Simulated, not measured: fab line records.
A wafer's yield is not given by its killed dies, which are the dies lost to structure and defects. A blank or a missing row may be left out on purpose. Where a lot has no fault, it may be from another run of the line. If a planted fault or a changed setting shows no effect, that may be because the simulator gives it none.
Split-lot trial + flow n5-finfet + 7 lots, 21 wafers read, on a route of 1938 steps

ON THE SPLIT
At N5_BEOL_M1_ETCH_64 (etches SOC in N2/H2, target depth 75 nm, overetch 15 nm, time 112.5 s), the setting bias-w was moved away from the recipe's 150 W on 7 of the 21 wafers read, by -13.0% to +15.5%. The other wafers ran this setting at the recipe's value.

Reading taken at the split's own step.

THE READING
rf-vpp-V, in V, at N5_BEOL_M1_ETCH_64 (etches SOC in N2/H2, target depth 75 nm, overetch 15 nm, time 112.5 s). A value of 524.2 V with a standard deviation of 2.7 V is what fault-free wafers of this fab line usually give.

| wafer  | tool, chamber at the split | bias-w as run, W | against the recipe | rf-vpp-V, V | against lot-mates on the recipe |
|--------|----------------------------|------------------|--------------------|-------------|---------------------------------|
| L078.2 | rie-diel-04, 3             | 150              | recipe             | 519.2       | -                               |
| L078.3 | rie-diel-04, 0             | 172.9            | +15.3%             | 571.2       | +52.0                           |
| L078.5 | rie-diel-04, 3             | 172.9            | +15.3%             | 568.3       | +49.1                           |
| L085.1 | rie-diel-04, 2             | 150              | recipe             | 528.2       | -                               |
| L085.4 | rie-diel-04, 2             | 140.7            | -6.2%              | 508.3       | -19.9                           |
| L085.5 | rie-diel-04, 0             | 140.7            | -6.2%              | 501.6       | -26.6                           |
| L086.1 | rie-diel-02, 3             | 150              | recipe             | 522.4       | -                               |
| L086.5 | rie-diel-02, 2             | 157.3            | +4.9%              | 540.5       | +16.5                           |
| L086.6 | rie-diel-02, 1             | 150              | recipe             | 525.6       | -                               |
| L092.1 | rie-diel-04, 1             | 150              | recipe             | 525.7       | -                               |
| L092.4 | rie-diel-04, 3             | 173.3            | +15.5%             | 570.9       | +47.8                           |
| L092.6 | rie-diel-04, 3             | 150              | recipe             | 520.5       | -                               |
| L093.2 | rie-diel-02, 2             | 150              | recipe             | 522.4       | -                               |
| L093.4 | rie-diel-02, 0             | 150              | recipe             | 524.4       | -                               |
| L093.6 | rie-diel-02, 3             | 150              | recipe             | 521.2       | -                               |
| L094.2 | rie-diel-02, 2             | 150              | recipe             | 523.5       | -                               |
| L094.3 | rie-diel-02, 1             | 150              | recipe             | 526.5       | -                               |
| L094.6 | rie-diel-02, 2             | 130.5            | -13.0%             | 477.5       | -47.5                           |
| L096.1 | rie-diel-04, 3             | 150              | recipe             | 519.1       | -                               |
| L096.2 | rie-diel-04, 0             | 150              | recipe             | 523.3       | -                               |
| L096.3 | rie-diel-04, 2             | 150              | recipe             | 528.5       | -                               |

FIT RESULTS
A straight line over all 21 wafers: rf-vpp-V changes by +3.14 V for each +1% of bias-w; r = +0.99; the points scatter about the line by 3.1 V.
The same after taking each lot's own level away (the mean of its wafers on the recipe; 21 wafers): +3.37 V for each +1%; r = +0.99; scatter 2.7 V.
According to that fit, moving bias-w by its largest amount changes the reading by 52 V.
From 519.20 to 528.20 V: that is the span of the lots' own levels, equal to 3.3 times the standard deviation above.
The two slopes agree, so the slope changes little with the lot-to-lot level.
Check: +53 V against its lot-mates is what the line predicts for one of the wafers moved furthest among these (+15.5%) when that wafer is left out of the fit. Against them it came out at +47.8 V.
Tool readings at the split's step, against how far the setting was moved: rf-vpp-V r = +0.99.

ADDITIONAL SPLITS CARRIED BY THESE WAFERS
Before the reading, these wafers also passed through other splits. Each is held against what the fit with the lots' levels taken away leaves over:
| other split on the same wafers | wafers away from the commonest value | r with rf-vpp-V (lot level and that fit taken away) |
|--------------------------------|--------------------------------------|-----------------------------------------------------|
| N5_BEOL_M1_COAT_73 spin-rpm    | 6                                    | +0.20                                               |

THE WHOLE CHAIN: every reading that the file lists as answering this split, in the file's order
| step               | what it does                                                          | reading                                                                          | change (the file's fit)                | r (the file's) |
|--------------------|-----------------------------------------------------------------------|----------------------------------------------------------------------------------|----------------------------------------|----------------|
| N5_BEOL_M1_ETCH_64 | etches SOC in N2/H2, target depth 75 nm, overetch 15 nm, time 112.5 s | rf-vpp-V                                                                         | +3.34 V for each +1% of the setting    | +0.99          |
| N5_BEOL_M1_ETCH_64 | etches SOC in N2/H2, target depth 75 nm, overetch 15 nm, time 112.5 s | SiARC_of_BEOL_M1_COAT_62.thk-nm (the simulator's own value, which no gauge read) | -0.0651 nm for each +1% of the setting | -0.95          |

FILE'S OWN FIT
rf-vpp-V changes by +3.34 V for each +1% of bias-w, r = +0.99.
